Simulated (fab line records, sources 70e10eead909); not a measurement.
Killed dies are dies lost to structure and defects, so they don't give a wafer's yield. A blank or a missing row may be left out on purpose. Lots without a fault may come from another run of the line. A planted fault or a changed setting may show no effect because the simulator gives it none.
Which tool did it? | flow nand_harc | 11 lots, 33 wafers sampled, at 1 step of a route of 1302

WHAT THE GAUGES READ, wafer by wafer
NHARC_A_ONON_D1_THK_MEAS_21: measures by ellipsometry.
lot  | measured     | on            | thk_nm (nm)
L845 | day 8 22:47  | film_metro-02 | 985 984 985
L847 | day 9 23:29  | film_metro-02 | 1004 1003 1004
L848 | day 10 03:13 | film_metro-01 | 999 1001 1000
L851 | day 11 17:01 | film_metro-01 | 1007 1006 1005
L852 | day 12 06:53 | film_metro-01 | 996 999 996
L854 | day 12 18:37 | film_metro-01 | 977 975 976
L862 | day 16 04:28 | film_metro-01 | 1003 1004 1003
L863 | day 16 04:28 | film_metro-02 | 979 977 977
L864 | day 17 04:27 | film_metro-01 | 1015 1016 1014
L865 | day 17 04:28 | film_metro-02 | 1015 1013 1014
L866 | day 17 17:26 | film_metro-02 | 989 990 990

WHICH TOOL RAN EACH LOT (tool, then ch and the chambers of the sampled wafers, then the start)
The record holds no process step before these readings.

THE ANSWER, worked out from the rows above alone
Rule: what is usual is taken from the lots themselves. Put in order of their means at a reading, lots are off if they are a third of the lots or fewer, leave a main group of 4 or more, and stand apart from it by a gap of 3 or more times the standard deviation of the main group's means; of several such gaps the widest counts. A main group whose means are all the same, to the digits that the tables above print for the reading, isn't used. A lot without any number at a reading at which 4 lots or more have one is off too. The other lots that the step has rows for count as sound.
No lot is off at any reading shown: from this, nothing can be told.

WHAT THE SIMULATOR HAD PUT IN
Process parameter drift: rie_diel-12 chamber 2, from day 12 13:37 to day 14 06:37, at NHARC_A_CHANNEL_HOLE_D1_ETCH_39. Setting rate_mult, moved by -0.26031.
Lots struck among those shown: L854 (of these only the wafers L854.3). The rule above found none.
